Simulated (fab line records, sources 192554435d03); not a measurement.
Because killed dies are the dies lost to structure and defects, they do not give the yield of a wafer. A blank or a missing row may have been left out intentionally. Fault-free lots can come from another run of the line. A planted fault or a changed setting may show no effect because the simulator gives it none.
Matching of chambers -- flow n5-finfet -- 4 sister chambers for N5_BEOL_M13_ETCH_38 on rie-diel-05
The step etches SiCN in CF4/N2, target depth 67.5 nm, time 71.9 s. 18 wafers are shown with their chamber, then 9 later ones without.

## WAFERS WITH THEIR CHAMBER
wafer,chamber,showerhead-plenum-p-Torr (Torr),throttle-valve-pct (%),drypump-motor-current-A (A)
L074.2,0,2.15,15.10,5.5
L074.5,1,2.09,15.92,5.5
L074.6,0,2.15,15.11,5.5
L077.1,1,2.09,15.95,5.4
L077.4,3,2.30,15.86,5.9
L077.5,2,2.03,15.18,6.0
L084.1,1,2.09,15.98,5.5
L084.2,3,2.29,15.86,6.0
L084.5,1,2.09,15.97,5.5
L087.1,3,2.29,15.89,6.0
L087.4,2,2.02,15.23,6.0
L087.6,0,2.14,15.13,5.5
L090.2,2,2.02,15.26,6.0
L090.3,3,2.29,15.92,5.9
L090.6,2,2.02,15.25,6.0
L088.1,0,2.14,15.15,5.5
L088.4,3,2.29,15.90,6.0
L088.5,2,2.02,15.23,6.0

SIGNATURES (averages over the wafers above)
reading,chamber 0,chamber 1,chamber 2,chamber 3,scatter within a chamber
showerhead-plenum-p-Torr,2.1450,2.0900,2.0220,2.2920,0.00431
throttle-valve-pct,15.1225,15.9550,15.2300,15.8860,0.0269
drypump-motor-current-A,5.500,5.475,6.000,5.960,0.0373
Rule: for a wafer and a chamber, the distance is found by dividing, reading by reading, the gap between the wafer's reading and the chamber's mean by the reading's scatter, squaring, summing and taking the root. If the next closest chamber is less than 2 further off than the closest, the wafer can't be placed; otherwise it belongs to the closest. How the scatter is found: for the shown wafers, subtract from each reading the mean of its chamber, square and add these, divide the total by (wafers less chambers), then take the root.

## WAFERS WHOSE CHAMBER IS MISSING
wafer,showerhead-plenum-p-Torr (Torr),throttle-valve-pct (%),drypump-motor-current-A (A)
L092.2,2.14,15.15,5.5
L092.4,2.29,15.91,5.9
L092.5,2.02,15.25,6.0
L096.2,2.28,15.92,6.0
L096.3,2.01,15.27,6.0
L096.5,2.28,15.93,5.9
L094.1,2.01,15.26,6.0
L094.4,2.28,15.95,5.9
L094.5,2.01,15.26,6.0

## CHAMBER TAKEN BY EACH
wafer,from the rows above,in truth
L092.2,0,0
L092.4,3,3
L092.5,2,2
L096.2,3,3
L096.3,2,2
L096.5,3,3
L094.1,2,2
L094.4,3,3
L094.5,2,2
Correct placement for 9 of the 9. Left unplaced by these rows: 0. Wrongly placed: 0.
